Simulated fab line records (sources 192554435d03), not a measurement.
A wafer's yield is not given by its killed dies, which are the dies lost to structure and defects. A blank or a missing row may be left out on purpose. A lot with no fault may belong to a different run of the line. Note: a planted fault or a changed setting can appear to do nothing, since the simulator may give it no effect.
The tool behind it: which one?	flow n5Finfet	72 wafers sampled from 24 lots at 1 step of a route of 1938

== WHAT THE GAUGES SHOWED, per wafer ==
N5_BEOL_M4_CD_MEAS_28: target cd 26.2 nm, target cd y 24.1 nm.
lot	measured	on	cdNm (nm)
L075	day 7 11:17	cdSem-02	25.84 26.21 26.12
L074	day 7 11:51	cdSem-01	26.08 26.16 25.96
L076	day 7 19:31	cdSem-01	26.73 26.53 26.32
L077	day 8 11:04	cdSem-03	26.43 26.40 26.23
L078	day 8 12:11	cdSem-01	26.20 26.34 26.30
L079	day 8 16:47	cdSem-02	26.46 26.08 26.38
L080	day 9 00:41	cdSem-03	26.50 26.00 26.25
L081	day 9 15:30	cdSem-03	25.96 26.41 26.38
L082	day 9 15:37	cdSem-02	26.56 25.76 26.07
L083	day 9 18:11	cdSem-03	26.32 26.68 26.07
L084	day 9 21:32	cdSem-03	26.55 26.00 26.49
L086	day 10 07:44	cdSem-02	26.33 26.63 26.70
L087	day 10 16:31	cdSem-03	26.38 26.31 26.51
L085	day 10 20:07	cdSem-01	26.02 26.38 26.53
L088	day 10 21:32	cdSem-02	26.63 26.32 26.30
L089	day 11 09:01	cdSem-02	25.96 26.82 26.03
L090	day 11 09:51	cdSem-01	26.24 26.48 26.25
L091	day 11 18:10	cdSem-02	26.43 26.19 26.36
L093	day 12 08:50	cdSem-02	26.08 25.90 26.23
L094	day 12 20:00	cdSem-03	26.29 26.72 26.44
L092	day 12 21:04	cdSem-01	26.45 26.47 26.09
L095	day 13 04:55	cdSem-01	26.50 26.03 26.54
L096	day 13 17:53	cdSem-01	25.84 26.14 26.16
L097	day 14 01:41	cdSem-01	26.56 26.52 26.42

== TOOL THAT RAN EACH LOT (tool first, then ch and the chambers of the sampled wafers, then the start) ==
Before these readings, the record contains no process step.

== AS READ BY THE TOOLS THEMSELVES (means over the sampled wafers that have a number; for cases with no such wafer, the mark the record gives instead) ==
The record holds no such reading with a usual standard deviation.

== THE ANSWER, worked out from the rows above alone ==
Rule: the lots themselves supply what counts as usual. The widest of any qualifying gaps counts: lots, ordered by their means at a reading, are off when they make up no more than a third of the lots, leave a main group of 4 or more, and stand apart from it by 3 or more times the standard deviation of that group's means. A main group is skipped when, at the precision printed for the reading in the tables above, its means are all equal. A lot without any number at a reading at which 4 lots or more have one is off too. Where the step has rows for the other lots, those lots are counted as sound. After the gauges, taken in route order, come the tools' own readings; for these a lot's mean is taken, as printed above. At the first step where some lot is off, the reading lying furthest off is the one used; lots without a number count as furthest.
No lot is off at any reading shown: from this, nothing can be told.

== WHAT THE SIMULATOR HAD PUT IN ==
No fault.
